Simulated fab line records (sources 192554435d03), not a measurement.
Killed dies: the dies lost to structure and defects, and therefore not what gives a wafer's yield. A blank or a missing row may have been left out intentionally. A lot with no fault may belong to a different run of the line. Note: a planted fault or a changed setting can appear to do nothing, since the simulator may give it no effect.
A lot that was struck, set against a sound lot | flow n5Finfet | 15 out of 1938 route steps
Sound: wafers L263.3, L263.4, L263.6. Struck: wafer L270.2 (left out: L270.1, a lot-mate that was not struck); the cause follows at the end.
At each step with rows: each side's tool, then ch and its chambers, then its first start. Under that, the readings that differ: sound wafers | struck wafers | difference of the means | sigmas: that difference in standard deviations of wafers without a fault.
alike: same words and numbers on both sides, and readings whose means sit less than 2 such deviations apart. not compared: any withheld reading, any reading some wafer has no value for, any bound like >300 that may hide the same value, and any number with overlapping values for which the record gives no deviation.
A row with sigmas, a row that says differs or no value, or rows on one side alone: a step with any of these is where the two part. Non-overlapping numbers with no deviation appear without sigmas and do not part them. A reading that every wafer of one side lacks parts them only if that side has two wafers or more.

first, 6 steps without rows for these wafers: N5_BEOL_M1_COAT_05 (resist thk 30 nm); N5_BEOL_M1_EBR_07; N5_BEOL_M1_SOFTBAKE_06 (time 60 s); N5_BEOL_M1_EXPOSE_08 (exposes mask M1); N5_BEOL_M1_PEB_09 (peb time 60 s); N5_BEOL_M1_DEVELOP_10 (develop time 30 s).
N5_BEOL_M1_CD_MEAS_11: the cd target is 17.05 nm.
  sound on cdSem-01 ch 0, day 8 18:39; struck on cdSem-02 ch 0, day 10 23:55
  alike: cdNm
N5_BEOL_M1_OVL_MEAS_12:
  sound on overlay-02 ch 0, day 8 18:41; struck on overlay-02 ch 0, day 10 23:56
  alike: M1_OVL
N5_BEOL_M1_INSPECT_13: inspects for defects (brightfield).
  sound: defectInspect-01 at day 8 18:44; struck: defectInspect-02 at day 11 00:00
  alike: rawDefectCount
N5_BEOL_M1_DESCUM_16: chemistry O2, time 7 s.
  sound on rieDiel-02 ch 0,1,2, day 8 18:52; struck on rieDiel-02 ch 0, day 11 00:02
  alike: drypumpMotorCurrentA, oesProductAu, rfVppV, showerheadPlenumPTorr, throttleValvePct
  not compared: rfHoursCounterH
N5_BEOL_M1_ETCH_74: etches underlayer in N2/H2, target depth 6.5 nm, time 5.2 s.
  sound on rieDiel-02 ch 0,1,2, day 8 18:54; struck on rieDiel-02 ch 0, day 11 00:04
reading           | sound          | struck | difference | sigmas
etchRfOnTimeS (s) | 5.06 5.17 5.21 | 5.33   | +0.18      | +2
  alike: biasW, drypumpMotorCurrentA, oesProductAu, rfVppV, showerheadPlenumPTorr, throttleValvePct
  not compared: rfHoursCounterH
N5_BEOL_M1_ETCH_63: etches SiARC in CF4, target depth 15.6 nm, time 26 s.
  sound on rieDiel-02 ch 0,1,2, day 8 18:55; struck on rieDiel-02 ch 0, day 11 00:05
  alike: biasW, drypumpMotorCurrentA, etchRfOnTimeS, oesProductAu, rfVppV, showerheadPlenumPTorr, throttleValvePct
  not compared: rfHoursCounterH
N5_BEOL_M1_ETCH_64: etches SOC in N2/H2, target depth 75 nm, overetch 15 nm, time 112.5 s.
  sound on rieDiel-02 ch 0,1,2, day 8 18:57; struck on rieDiel-02 ch 0, day 11 00:07
reading                                   | sound   | struck | difference | sigmas
model.SiARC_of_BEOL_M1_COAT_62.thkNm (nm) | 6.8 7 7 | 7.2    | +0.3       | 
  alike: drypumpMotorCurrentA, oesProductAu, rfVppV, showerheadPlenumPTorr, throttleValvePct
  not compared: biasW, rfHoursCounterH
then, 1 step without rows for these wafers: N5_BEOL_M1_STRIP_65 (strips in N2/H2).
-- the record jumps here: 4 days lie between the struck wafers' starts before and after (it left off in module BEOL_M1 and takes up again in module BEOL_M4, whose first step shown is number 1111 of the route) --
N5_BEOL_M4_RC_MEAS_101:
  sound on prober-02 ch 0, day 12 19:17; struck on prober-02 ch 0, day 15 02:09
  alike: DIBL_N, DIBL_P, IOFF_N, IOFF_P, ION_N, ION_P, SS_N, SS_P, VT_N, VT_P

== WHERE THEY PART ==
N5_BEOL_M1_ETCH_74 only, going by this record. Later steps at which nothing parts them and some readings are alike: N5_BEOL_M1_ETCH_63, N5_BEOL_M1_ETCH_64, N5_BEOL_M4_RC_MEAS_101.

WHY: the cause the simulator had injected
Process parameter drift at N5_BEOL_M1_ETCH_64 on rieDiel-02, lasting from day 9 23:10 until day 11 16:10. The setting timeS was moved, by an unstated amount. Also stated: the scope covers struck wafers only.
